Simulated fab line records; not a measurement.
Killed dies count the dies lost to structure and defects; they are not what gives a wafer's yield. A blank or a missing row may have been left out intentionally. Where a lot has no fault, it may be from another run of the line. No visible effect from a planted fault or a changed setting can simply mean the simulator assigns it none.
Chamber matching | flow n5-finfet | N5_BEOL_M10_ETCH_66 on rie-diel-06: 4 sister chambers
The step etches SOC in N2/H2, target depth 120 nm, overetch 24 nm, time 180 s. 8 wafers are shown with their chamber, then 12 later ones without.

== WAFERS PAIRED WITH THEIR CHAMBERS ==
wafer  | chamber | drypump-motor-current-A (A) | showerhead-plenum-p-Torr (Torr)
L084.3 | 3       | 5.1                         | 2.63
L089.1 | 0       | 5.9                         | 2.45
L090.1 | 2       | 5.5                         | 2.55
L090.5 | 1       | 5.7                         | 2.59
L090.6 | 2       | 5.5                         | 2.55
L091.1 | 1       | 5.6                         | 2.58
L091.2 | 3       | 5.1                         | 2.63
L091.4 | 0       | 5.9                         | 2.44

== WAFERS WHOSE CHAMBER IS MISSING ==
wafer  | drypump-motor-current-A (A) | showerhead-plenum-p-Torr (Torr)
L093.1 | 5.1                         | 2.63
L093.2 | 5.6                         | 2.58
L093.3 | 5.5                         | 2.55
L093.4 | 5.9                         | 2.44
L093.5 | 5.6                         | 2.58
L093.6 | 5.9                         | 2.44
L076.2 | 5.2                         | 2.62
L076.3 | 5.5                         | 2.55
L076.5 | 5.5                         | 2.55
L095.1 | 5.1                         | 2.62
L095.3 | 5.9                         | 2.44
L095.6 | 5.5                         | 2.55

== CHAMBER TAKEN BY EACH ==
wafer  | from the rows above | in truth
L093.1 | 3                   | 3
L093.2 | 1                   | 1
L093.3 | 2                   | 2
L093.4 | 0                   | 0
L093.5 | 1                   | 1
L093.6 | 0                   | 0
L076.2 | 3                   | 3
L076.3 | 2                   | 2
L076.5 | 2                   | 2
L095.1 | 3                   | 3
L095.3 | 0                   | 0
L095.6 | 2                   | 2
Placed correctly: 12 of 12. From these rows, 0 cannot be placed. Placed wrongly: 0.
How it was worked out, from the rows above alone: a wafer's distance from a chamber is the root of the sum, over the readings, of the square of ((its reading less the chamber's mean) divided by the reading's scatter). The wafer belongs to the nearest chamber; if the next one is less than 2 further off, it can't be placed. The mean given for a chamber averages the wafers shown for that chamber. The scatter is the square root of a quotient: the sum, over the shown wafers, of each reading's squared deviation from its chamber's mean, divided by wafers minus chambers.
